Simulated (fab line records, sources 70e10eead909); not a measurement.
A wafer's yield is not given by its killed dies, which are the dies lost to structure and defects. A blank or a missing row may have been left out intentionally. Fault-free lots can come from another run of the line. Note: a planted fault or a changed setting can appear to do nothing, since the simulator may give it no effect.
fab line records	flow nandHarc
[record] lots = 12	wafers = 36	lastDay = 29
route steps=1302 shown P_ZERO_WELL@14 P_STI@90 END@1302
lots that met no fault: from a run of the same line without faults
startH: start of the lot's first displayed wafer, in hours after the record's first day	waitH: hours elapsed since this lot's preceding step	" as in the row above	L1.1+2: a row that stands for several wafers	- value missing, or start not given	* or withheld: withheld	< > ~ a bound
route shown NAME@n: names a module that has steps shown in the file, with the first one's number in the route	usual: mean and standard deviation over wafers with no fault	same: alike in all rows	chamber/n: place in a boat	sites: the reading at each site	_std_site: how widely they spread, as a standard deviation	_edge_site: inner sites' mean taken away from outer sites' mean	radiusMm: how far each site lies from the wafer's centre	mask NAME#n: copy n	behind: tool/chamber where the wafer was last shaped	hold: what put the lot on hold/how long, in hours/how the hold closed	device: which transistor (n, p or np) failed to switch	end of line: the same wafers' tests at the end of the route	for a step that has no rows: nothing shown but its recipe	killed: dies that structure and defects cost at the first sort, which is not the same as the wafer's yield	map: the dies of a wafer, with x for killed, . for not killed, _ for no die there
set.NAME: the run value of the setting; set.NAME@STEP: its run value at that earlier step	model.NAME: the simulator's own value behind a step, which no gauge read
the route's steps for a sample of lots (tables are steps, rows are wafers)
services: the hour from which a tool's chamber was out of use, counted from the record's first day as startH (under 0 if before that day), plus the number of hours and why
[[steps]]
[step NHARC_P_ZERO_WELL_CD_MEAS_11]
[recipe] targetCdNm = 500	landingEnergyEv = 500
[usual] cdNm = 499.9/1.5
lot.wafer	tool	chamber	startH	waitH	cdNm
L120.4	cdSem-02	0	21.25	-	497.6
L120.5	"	0	"	"	499.1
L120.6	"	0	"	"	499.2
L122.2	cdSem-02	0	41.12	-	502.2
L122.4	"	0	"	"	500.9
L122.5	"	0	"	"	503.3
L123.1	cdSem-01	0	51.16	-	498.9
L123.2	"	0	"	"	498.6
L123.3	"	0	"	"	498.1
L124.1	cdSem-03	0	61.12	-	501.5
L124.3	"	0	"	"	499.1
L124.4	"	0	"	"	498.6
L126.1	cdSem-03	0	81.11	-	500.9
L126.3	"	0	"	"	501.7
L126.5	"	0	"	"	502.1
L127.1	cdSem-03	0	91.25	-	498.1
L127.3	"	0	"	"	498.4
L127.4	"	0	"	"	497.6
L128.1	cdSem-03	0	101.27	-	501.2
L128.3	"	0	"	"	498.5
L128.6	"	0	"	"	498.3
L129.1	cdSem-03	0	111.26	-	499.5
L129.4	"	0	"	"	499.0
L129.6	"	0	"	"	499.8
L130.2	cdSem-03	0	121.25	-	499.6
L130.5	"	0	"	"	500.2
L130.6	"	0	"	"	498.7
L132.3	cdSem-01	0	141.14	-	497.9
L132.4	"	0	"	"	498.0
L132.6	"	0	"	"	498.7
L133.2	cdSem-03	0	151.26	-	502.4
L133.5	"	0	"	"	500.7
L133.6	"	0	"	"	499.2
L134.2	cdSem-03	0	161.24	-	499.6
L134.4	"	0	"	"	499.2
L134.5	"	0	"	"	500.1
[step NHARC_P_ZERO_WELL_DESCUM_26]
[recipe] timeS = 3	o2FlowSccm = 200	arFlowSccm = 0	biasPowerW = 0	chemistry = O2
[usual] drypumpMotorCurrentA = 5.8/0.5	mfcArSccm = 0.007/0.011	oesProductAu = 1.002/0.0067	rfVppV = 57.6/0.92	showerheadPlenumPTorr = 1.88/0.087	throttleValvePct = 11.311/0.0094
lot.wafer	tool	chamber	startH	waitH	drypumpMotorCurrentA	mfcArSccm	oesProductAu	rfHoursCounterH	rfVppV	showerheadPlenumPTorr	throttleValvePct
L120.4	rieDiel-09	0	22.74	-	6.1	0	1.007	12	56.4	1.83	11.301
L120.6	"	0	"	"	6.0	0	1.002	-	58.3	1.83	11.308
L120.5	"	1	"	"	4.7	0	1.005	-	57.3	1.97	11.312
L122.2	rieDiel-06	1	42.72	-	6.3	0.007	1.000	34	58.3	1.86	11.291
L122.4	"	2	"	"	6.1	0.003	1.008	33	56.8	2.06	11.305
L122.5	"	1	"	"	6.3	0.007	1.010	-	57.8	1.86	11.307
L123.1	rieDiel-01	2	52.80	-	5.7	0.026	1.000	4	57.8	1.78	11.311
L123.3	"	0	"	"	5.4	0	1.006	4	57.8	1.92	11.314
L123.2	"	1	"	"	5.4	0.012	0.997	4	58.2	1.95	11.316
L124.4	rieDiel-01	2	62.65	-	5.7	0.026	1.009	9	57.0	1.78	11.322
L124.3	"	3	"	"	5.8	0	0.998	10	58.4	1.85	11.313
L124.1	"	0	"	"	5.3	0	0.996	8	57.2	1.91	11.323
L126.1	rieDiel-09	0	82.63	-	6.0	0	1.005	34	56.9	1.82	11.303
L126.3	"	2	"	"	6.1	0	0.999	28	57.9	1.79	11.292
L126.5	"	2	"	"	6.2	0	1.004	-	56.5	1.79	11.314
L127.1	rieDiel-06	0	92.69	-	5.2	0	0.999	38	56.8	1.84	11.311
L127.3	"	1	"	"	6.3	0.007	0.997	45	58.0	1.86	11.322
L127.4	"	2	"	"	6.2	0.003	0.994	46	58.2	2.06	11.302
L128.3	rieDiel-09	1	102.78	-	4.7	0	1.001	38	59.6	1.96	11.316
L128.1	"	3	"	"	6.4	0	0.990	45	57.5	1.95	11.313
L128.6	"	1	"	"	4.7	0	0.994	-	56.9	1.97	11.293
L129.1	rieDiel-06	1	115.57	-	6.3	0.007	0.997	59	60.2	1.86	11.303
L129.4	"	2	"	"	6.1	0.003	0.996	-	57.2	2.06	11.324
L129.6	"	0	"	"	5.2	0	1.005	-	57.8	1.84	11.314
L130.2	rieDiel-06	3	122.81	-	5.6	0.033	1.008	45	57.6	1.83	11.317
L130.6	"	0	"	"	5.2	0	0.995	-	57.5	1.83	11.327
L130.5	"	1	"	"	6.3	0.007	0.998	-	58.8	1.85	11.329
L132.4	rieDiel-06	1	142.64	-	6.3	0.007	1.015	1	59.3	1.85	11.303
L132.3	"	2	"	"	6.1	0.003	0.999	1	57.6	2.06	11.305
L132.6	"	1	"	"	6.3	0.007	0.999	-	57.1	1.85	11.309
L133.2	rieDiel-01	0	152.70	-	5.4	0	1.006	38	57.1	1.90	11.315
L133.6	"	0	"	"	5.4	0	1.018	-	57.0	1.90	11.324
L133.5	"	1	"	"	5.4	0.012	0.998	-	58.3	1.94	11.305
L134.2	rieDiel-06	2	162.69	-	6.1	0.003	1.003	8	58.0	2.05	11.286
L134.4	"	0	"	"	5.3	0	1.000	11	58.5	1.83	11.323
L134.5	"	1	"	"	6.4	0.007	0.998	-	58.1	1.85	11.285
[step NHARC_P_ZERO_WELL_EXPOSE_34]
[recipe] na = 0.6	targetCdNm = 720	doseMj = 22.31	maskId = P_PWELL
lot.wafer	tool	chamber	startH	waitH	mask
L120.4+5+6	krfScanner-03	0	23.96	-	P_PWELL#0
L122.2+4+5	krfScanner-04	0	44.05	-	P_PWELL#0
L123.1+2+3	krfScanner-02	0	54.11	-	P_PWELL#0
L124.1+3+4	krfScanner-02	0	63.84	-	P_PWELL#0
L126.1+3+5	krfScanner-03	0	83.83	-	P_PWELL#0
L127.1+3+4	krfScanner-02	0	98.00	-	P_PWELL#0
L128.1+3+6	krfScanner-02	0	103.97	-	P_PWELL#0
L129.1+4+6	krfScanner-02	0	116.79	-	P_PWELL#0
L130.2+5+6	krfScanner-02	0	123.97	-	P_PWELL#0
L132.3+4+6	krfScanner-02	0	143.85	-	P_PWELL#0
L133.2+5+6	krfScanner-02	0	153.90	-	P_PWELL#0
L134.2+4+5	krfScanner-02	0	163.88	-	P_PWELL_R1#0
[step NHARC_P_ZERO_WELL_CD_MEAS_37]
[recipe] targetCdNm = 720	landingEnergyEv = 500
[usual] cdNm = 719.7/1.2
lot.wafer	tool	chamber	startH	waitH	cdNm
L120.4	cdSem-01	0	24.10	-	720.8
L120.5	"	0	"	"	719.7
L120.6	"	0	"	"	720.0
L122.2	cdSem-03	0	44.20	-	718.7
L122.4	"	0	"	"	718.6
L122.5	"	0	"	"	718.7
L123.1	cdSem-01	0	54.27	-	721.2
L123.2	"	0	"	"	720.6
L123.3	"	0	"	"	719.6
L124.1	cdSem-01	0	63.99	-	718.0
L124.3	"	0	"	"	717.8
L124.4	"	0	"	"	718.2
L126.1	cdSem-01	0	83.98	-	718.6
L126.3	"	0	"	"	718.7
L126.5	"	0	"	"	720.5
L127.1	cdSem-03	0	98.16	-	721.5
L127.3	"	0	"	"	720.7
L127.4	"	0	"	"	719.3
L128.1	cdSem-01	0	104.13	-	719.6
L128.3	"	0	"	"	721.0
L128.6	"	0	"	"	721.1
L129.1	cdSem-03	0	116.95	-	719.8
L129.4	"	0	"	"	719.1
L129.6	"	0	"	"	718.5
L130.2	cdSem-01	0	124.13	-	717.6
L130.5	"	0	"	"	718.9
L130.6	"	0	"	"	718.8
L132.3	cdSem-03	0	144.00	-	720.5
L132.4	"	0	"	"	720.1
L132.6	"	0	"	"	719.2
L133.2	cdSem-02	0	154.05	-	719.8
L133.5	"	0	"	"	720.6
L133.6	"	0	"	"	721.3
L134.2	cdSem-02	0	164.04	-	705.3
L134.4	"	0	"	"	705.9
L134.5	"	0	"	"	705.4
[step NHARC_P_STI_ETCH_15]
[recipe] targetDepthA = 3000	taperDeg = 4	timeS = 100.1	hbrFlowSccm = 150	cl2FlowSccm = 50	rfW = 400	icpW = 400	biasW = 100	chemistry = HBr/Cl2
[usual] drypumpMotorCurrentA = 5.6/0.5	oesProductAu = 0.997/0.0074	rfFwdPowerW = 397.7/1.4	throttleValvePct = 26.407/0.0092
lot.wafer	tool	chamber	startH	waitH	drypumpMotorCurrentA	oesProductAu	rfFwdPowerW	rfHoursCounterH	throttleValvePct
L120.4	rieSi-01	0	49.16	-	5.8	0.998	396.0	0.1	26.396
L120.5	"	1	"	"	5.9	0.998	396.9	-	26.396
L120.6	"	2	"	"	4.6	0.995	398.4	-	26.404
L122.4	rieSi-06	2	65.75	-	6.0	1.003	397.3	1.1	26.400
L122.2	"	0	"	"	5.6	1.008	400.1	1.2	26.400
L122.5	"	2	"	"	6.0	1.015	398.5	-	26.404
L123.1	rieSi-01	2	74.40	-	4.6	0.995	395.7	0.4	26.409
L123.2	"	3	"	"	5.1	0.988	395.0	0.4	26.399
L123.3	"	0	"	"	5.8	0.994	398.6	0.3	26.404
L124.1	rieSi-01	3	85.91	-	5.1	1.000	398.5	0.5	26.397
L124.4	"	0	"	"	5.8	0.985	395.0	0.4	26.389
L124.3	"	1	"	"	5.9	0.996	396.1	0.5	26.412
L126.1	rieSi-03	2	105.40	-	6.4	0.989	398.4	0.3	26.416
L126.3	"	3	"	"	6.1	0.982	397.8	0.4	26.397
L126.5	"	3	"	"	6.1	0.994	396.5	-	26.401
L127.3	rieSi-01	3	117.81	-	5.1	0.991	398.2	0.7	26.423
L127.1	"	0	"	"	5.8	1.006	396.6	0.6	26.393
L127.4	"	1	"	"	6.0	0.994	397.6	0.6	26.385
L128.3	rieSi-06	2	123.85	-	6.0	1.006	398.2	0.2	26.394
L128.1	"	0	"	"	5.6	0.988	397.9	0.2	26.405
L128.6	"	2	"	"	6.0	0.995	397.7	-	26.419
L129.1	rieSi-01	3	136.10	-	5.1	0.994	396.2	0.8	26.428
L129.4	"	2	"	"	4.6	1.019	398.4	0.8	26.415
L129.6	"	0	"	"	5.8	1.000	398.3	-	26.403
L130.2	rieSi-03	0	143.58	-	6.0	0.985	398.5	0.6	26.410
L130.5	"	3	"	"	6.1	0.999	398.2	-	26.416
L130.6	"	0	"	"	6.0	0.986	399.8	-	26.414
L132.4	rieSi-01	2	164.28	-	4.6	0.990	393.9	1.0	26.398
L132.3	"	3	"	"	5.1	1.002	398.8	1.0	26.395
L132.6	"	1	"	"	5.9	0.986	397.9	-	26.410
L133.2	rieSi-06	0	174.13	-	5.6	0.999	398.5	0.5	26.416
L133.5	"	1	"	"	5.6	0.998	396.4	-	26.413
L133.6	"	2	"	"	6.0	1.002	398.8	-	26.413
L134.4	rieSi-01	1	183.32	-	5.9	0.995	396.4	1.1	26.391
L134.2	"	2	"	"	4.6	0.987	400.1	1.1	26.410
L134.5	"	0	"	"	5.8	0.994	396.5	-	26.410
[step NHARC_END_SORT_01]
[recipe] tempC = 25
[usual] killedAtArray = 52/19	killedAtOther = 0.8/1	killedAtPeriphery = 3.7/2.5	killedDies = 56/19	killedOpen = 3.5/2	killedShort = 2.2/1.4
[same] grossDies = 677
lot.wafer	tool	chamber	startH	waitH	killedAtArray	killedAtOther	killedAtPeriphery	killedDies	killedOpen	killedShort
L120.4	prober-02	0	564.96	3.4	49	0	3	52	3	2
L120.5	prober-02	0	565.75	3.7	46	0	3	49	4	1
L120.6	prober-02	0	566.54	3.9	38	3	2	43	3	4
L123.1	prober-01	0	596.77	2.5	48	1	2	51	3	2
L123.2	prober-01	0	597.55	2.8	45	1	3	49	3	1
L123.3	prober-01	0	598.34	3.1	54	1	1	56	1	4
L124.1	prober-02	0	605.23	2.5	46	0	4	50	1	3
L124.3	prober-02	0	606.81	3.1	63	0	4	67	4	1
L124.4	prober-02	0	607.60	3.4	72	2	3	77	1	7
L127.1	prober-01	0	630.62	2.5	68	1	2	71	1	3
L127.3	prober-01	0	632.23	3.1	81	0	4	85	4	3
L127.4	prober-01	0	633.03	3.4	57	0	3	60	4	2
L129.1	prober-02	0	644.48	2.5	31	0	2	33	5	1
L129.4	prober-02	0	646.87	3.4	37	0	2	39	4	2
L129.6	prober-02	0	648.47	4.0	28	0	1	29	2	4
L130.2	prober-01	0	665.45	2.8	62	0	2	64	3	1
L130.5	prober-01	0	667.84	3.7	61	0	3	64	5	1
L130.6	prober-01	0	668.63	4.0	70	0	8	78	7	4
L133.2	prober-01	0	692.42	2.8	22	0	9	31	2	2
L133.5	prober-01	0	694.80	3.7	20	0	5	25	2	2
L133.6	prober-01	0	695.59	4.0	27	0	9	36	2	3
L134.2	prober-01	0	705.44	2.8	35	0	4	39	6	3
L134.4	prober-01	0	707.03	3.4	25	0	2	27	1	3
L134.5	prober-01	0	707.83	3.7	36	0	3	39	5	2
// killed by level:class
L120.4 A_SLIT:chamberFilmFlake=25 A_CHANNEL_HOLE_D2:chamberFilmFlake=6 A_CONTACT:chamberFilmFlake=4 A_WL_FILL:chamberFilmFlake=3 A_DECK1_JOINT:geometricParticle:open=2 A_ONON_D2:geometricParticle:open=1 A_ONON_D2:geometricParticle:short=1 A_CHANNEL_FILL_D2:geometricParticle:short=1
L120.5 A_SLIT:chamberFilmFlake=22 A_CHANNEL_HOLE_D2:chamberFilmFlake=5 A_WL_FILL:chamberFilmFlake=5 A_CONTACT:chamberFilmFlake=4 A_M0:geometricParticle:open=3 A_STAIRCASE:chamberFilmFlake=3 P_STI:geometricParticle:short=1 A_SOURCE_PLATE:geometricParticle:open=1
L120.6 A_SLIT:chamberFilmFlake=17 A_CHANNEL_HOLE_D2:chamberFilmFlake=8 THIN_TSV:chamberFilmFlake=3 A_DECK1_JOINT:chamberFilmFlake=2 P_M0:geometricParticle:short=1 A_ONON_D1:geometricParticle:short=1 A_CHANNEL_FILL_D1:geometricParticle:short=1 A_DECK1_JOINT:geometricParticle:open=1
L123.1 A_SLIT:chamberFilmFlake=28 A_CHANNEL_HOLE_D2:chamberFilmFlake=10 A_CONTACT:chamberFilmFlake=3 A_DECK1_JOINT:chamberFilmFlake=2 P_CONTACT:geometricParticle:open=1 P_M0:geometricParticle:open=1 A_SOURCE_PLATE:geometricParticle:open=1 A_CHANNEL_FILL_D1:geometricParticle:short=1
L123.2 A_SLIT:chamberFilmFlake=29 A_CHANNEL_HOLE_D2:chamberFilmFlake=7 A_CHANNEL_HOLE_D1:chamberFilmFlake=2 A_CONTACT:chamberFilmFlake=2 P_CONTACT:geometricParticle:open=1 A_CHANNEL_HOLE_D1:geometricParticle:open=1 A_ONON_D2:geometricParticle:open=1 A_CHANNEL_HOLE_D2:geometricParticle:short=1
L123.3 A_SLIT:chamberFilmFlake=35 A_CHANNEL_HOLE_D2:chamberFilmFlake=9 A_CONTACT:chamberFilmFlake=4 P_M1:geometricParticle:short=1 A_SOURCE_PLATE:geometricParticle:open=1 A_SOURCE_PLATE:geometricParticle:short=1 A_ONON_D1:geometricParticle:short=1 A_CHANNEL_FILL_D1:geometricParticle:short=1
L124.1 A_SLIT:chamberFilmFlake=22 A_CONTACT:chamberFilmFlake=10 A_CHANNEL_HOLE_D2:chamberFilmFlake=5 P_STI:chamberFilmFlake=3 A_STAIRCASE:chamberFilmFlake=2 A_WL_FILL:chamberFilmFlake=1 A_ONON_D1:geometricParticle:short=1 A_DECK1_JOINT:geometricParticle:short=1
L124.3 A_SLIT:chamberFilmFlake=30 A_CONTACT:chamberFilmFlake=11 A_CHANNEL_HOLE_D2:chamberFilmFlake=10 A_CHANNEL_HOLE_D1:chamberFilmFlake=3 A_M0:geometricParticle:open=2 P_STI:chamberFilmFlake=2 P_GATE:chamberFilmFlake=2 A_STAIRCASE:chamberFilmFlake=2
L124.4 A_SLIT:chamberFilmFlake=36 A_CHANNEL_HOLE_D2:chamberFilmFlake=12 A_CONTACT:chamberFilmFlake=12 A_CHANNEL_FILL_D1:geometricParticle:short=3 P_STI:chamberFilmFlake=3 A_STAIRCASE:chamberFilmFlake=3 A_ONON_D1:geometricParticle:short=2 THIN_TSV:chamberFilmFlake=2
L127.1 A_CHANNEL_HOLE_D2:chamberFilmFlake=29 A_SLIT:chamberFilmFlake=28 A_WL_FILL:geometricParticle:short=3 A_ZERO_WELL:chamberFilmFlake=3 A_CHANNEL_HOLE_D1:chamberFilmFlake=3 A_ONON_D1:geometricParticle:open=1 P_STI:chamberFilmFlake=1 P_GATE:chamberFilmFlake=1
L127.3 A_CHANNEL_HOLE_D2:chamberFilmFlake=38 A_SLIT:chamberFilmFlake=32 A_CONTACT:chamberFilmFlake=4 P_GATE:chamberFilmFlake=2 A_CHANNEL_HOLE_D1:chamberFilmFlake=2 P_M0:geometricParticle:open=1 P_M2:geometricParticle:open=1 A_SOURCE_PLATE:geometricParticle:short=1
L127.4 A_SLIT:chamberFilmFlake=29 A_CHANNEL_HOLE_D2:chamberFilmFlake=15 A_CONTACT:chamberFilmFlake=3 A_ZERO_WELL:chamberFilmFlake=2 P_GATE:geometricParticle:open=1 P_CONTACT:geometricParticle:short=1 A_CHANNEL_FILL_D2:geometricParticle:open=1 A_SGD_CUT:geometricParticle:open=1
L129.1 A_CHANNEL_HOLE_D2:chamberFilmFlake=17 A_SLIT:chamberFilmFlake=3 A_CHANNEL_FILL_D1:geometricParticle:open=2 A_CONTACT:chamberFilmFlake=2 P_CONTACT:geometricParticle:open=1 A_ONON_D2:geometricParticle:short=1 A_CONTACT:geometricParticle:open=1 A_BLC:geometricParticle:open=1
L129.4 A_CHANNEL_HOLE_D2:chamberFilmFlake=14 A_WL_FILL:chamberFilmFlake=4 A_CHANNEL_HOLE_D1:chamberFilmFlake=3 A_SLIT:chamberFilmFlake=3 A_BLC:chamberFilmFlake=3 A_CHANNEL_FILL_D1:geometricParticle:open=2 A_CONTACT:chamberFilmFlake=2 P_GATE:geometricParticle:open=1
L129.6 A_CHANNEL_HOLE_D2:chamberFilmFlake=13 A_CHANNEL_FILL_D1:geometricParticle:short=2 A_WL_FILL:geometricParticle:short=2 A_CHANNEL_HOLE_D1:chamberFilmFlake=2 A_STAIRCASE:chamberFilmFlake=2 A_CONTACT:chamberFilmFlake=2 A_ONON_D2:geometricParticle:open=1 A_WL_FILL:geometricParticle:open=1
L130.2 A_CHANNEL_HOLE_D1:chamberFilmFlake=32 A_CHANNEL_HOLE_D2:chamberFilmFlake=18 A_CONTACT:chamberFilmFlake=3 A_DECK1_JOINT:geometricParticle:open=2 A_STAIRCASE:chamberFilmFlake=2 A_SLIT:chamberFilmFlake=2 A_SOURCE_PLATE:geometricParticle:short=1 A_ONON_D2:geometricParticle:open=1
L130.5 A_CHANNEL_HOLE_D1:chamberFilmFlake=30 A_CHANNEL_HOLE_D2:chamberFilmFlake=14 A_CHANNEL_FILL_D1:chamberFilmFlake=3 A_CHANNEL_FILL_D2:chamberFilmFlake=3 A_STAIRCASE:chamberFilmFlake=3 A_CHANNEL_FILL_D2:geometricParticle:open=2 A_CONTACT:chamberFilmFlake=2 P_GATE:geometricParticle:open=1
L130.6 A_CHANNEL_HOLE_D1:chamberFilmFlake=32 A_CHANNEL_HOLE_D2:chamberFilmFlake=20 P_M2:chamberFilmFlake=5 A_CHANNEL_HOLE_D1:geometricParticle:open=2 A_DECK1_JOINT:geometricParticle:short=2 A_ONON_D1:geometricParticle:short=1 A_CHANNEL_FILL_D1:geometricParticle:open=1 A_CHANNEL_FILL_D1:geometricParticle:short=1
L133.2 A_CHANNEL_HOLE_D1:chamberFilmFlake=10 P_M1:chamberFilmFlake=3 P_BONDPAD:chamberFilmFlake=3 A_WL_FILL:chamberFilmFlake=3 A_BONDPAD:chamberFilmFlake=3 P_CONTACT:geometricParticle:short=2 A_DECK1_JOINT:chamberFilmFlake=2 A_WL_FILL:geometricParticle:open=1
L133.5 A_CHANNEL_HOLE_D1:chamberFilmFlake=10 P_M1:chamberFilmFlake=3 P_BONDPAD:chamberFilmFlake=2 A_STAIRCASE:chamberFilmFlake=2 A_BONDPAD:chamberFilmFlake=2 A_ONON_D2:geometricParticle:short=1 A_CHANNEL_FILL_D2:geometricParticle:open=1 A_WL_FILL:geometricParticle:short=1
L133.6 A_CHANNEL_HOLE_D1:chamberFilmFlake=13 P_BONDPAD:chamberFilmFlake=6 A_SLIT:chamberFilmFlake=3 P_ZERO_WELL:chamberFilmFlake=2 A_DECK1_JOINT:chamberFilmFlake=2 A_STAIRCASE:chamberFilmFlake=2 A_WL_FILL:chamberFilmFlake=2 P_GATE:geometricParticle:short=1
L134.2 A_CHANNEL_HOLE_D1:chamberFilmFlake=15 A_CONTACT:chamberFilmFlake=5 A_STAIRCASE:chamberFilmFlake=3 A_SLIT:chamberFilmFlake=3 A_WL_FILL:chamberFilmFlake=2 P_GATE:geometricParticle:open=1 P_CONTACT:geometricParticle:open=1 P_M0:geometricParticle:open=1
L134.4 A_CHANNEL_HOLE_D1:chamberFilmFlake=11 A_SLIT:chamberFilmFlake=3 A_STAIRCASE:chamberFilmFlake=3 A_ONON_D1:geometricParticle:short=2 A_WL_FILL:chamberFilmFlake=2 A_CHANNEL_FILL_D2:geometricParticle:short=1 A_STAIRCASE:geometricParticle:open=1 P_CONTACT:chamberFilmFlake=1
L134.5 A_CHANNEL_HOLE_D1:chamberFilmFlake=16 A_CONTACT:chamberFilmFlake=5 A_CHANNEL_FILL_D1:chamberFilmFlake=3 A_CHANNEL_FILL_D2:geometricParticle:open=2 A_DECK1_JOINT:chamberFilmFlake=2 A_STAIRCASE:chamberFilmFlake=2 A_ONON_D1:geometricParticle:open=1 A_CHANNEL_FILL_D1:geometricParticle:open=1
[[services]]
tool	chamber	startH	hours	kind
rieDiel-01	2	7.75	1.9	repair
rieDiel-01	-	10.71	0.5	repair
rieSi-01	-	16.00	9.0	pm
rieSi-03	2	18.14	7.4	repair
rieDiel-06	0	20.15	2.5	repair
rieDiel-01	-	28.87	9.0	pm
krfScanner-03	-	29.61	0.6	repair
rieDiel-09	2	40.36	2.9	repair
rieDiel-01	0	56.21	5.3	repair
rieSi-06	3	58.91	1.3	repair
rieSi-01	2	65.01	2.4	repair
rieSi-06	-	72.00	9.0	pm
rieDiel-09	1	76.69	10.1	repair
rieDiel-01	0	81.03	3.0	repair
krfScanner-02	-	94.00	4.0	pm
rieDiel-06	3	102.67	15.2	repair
rieDiel-06	-	130.20	9.0	pm
rieSi-01	-	134.59	0.1	repair
rieDiel-09	-	144.00	9.0	pm
rieDiel-09	0	156.89	33.5	repair
rieDiel-06	-	168.56	0.6	repair
rieDiel-09	1	179.69	4.2	repair
rieSi-06	2	181.71	151.0	repair
rieDiel-09	2	182.55	19.4	repair
[[key]]
[firstSign] step = NHARC_P_ZERO_WELL_EXPOSE_34	reading = mask	direction = changed
[effect] step = NHARC_P_ZERO_WELL_CD_MEAS_37	reading = cdNm	direction = down	sigmas = 12	usual = 719.7	struck = 705.5
metAt NHARC_P_ZERO_WELL_EXPOSE_34
struckLots L134
testerLeftOut L134
notActingAt NHARC_P_ZERO_WELL_CD_MEAS_11,NHARC_P_ZERO_WELL_DESCUM_26,NHARC_P_STI_ETCH_15
onsetBetween 153.90 163.88
[fault] kind = wrongMask	tool = any	chamber = -	onsetH = 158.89	steps = NHARC_P_ZERO_WELL_EXPOSE_34	auxCopy = P_PWELL_R1#0	cdOffsetNm = -13.714	scope = struckLotsOnly
// testerLeftOut: of these lots the tester's yield and bins aren't shown, on N5 and GAA mostly nor the transistor test; their killed dies are dies lost to structure and defects alone, not to doping, threshold or leakage, so they don't give the yield
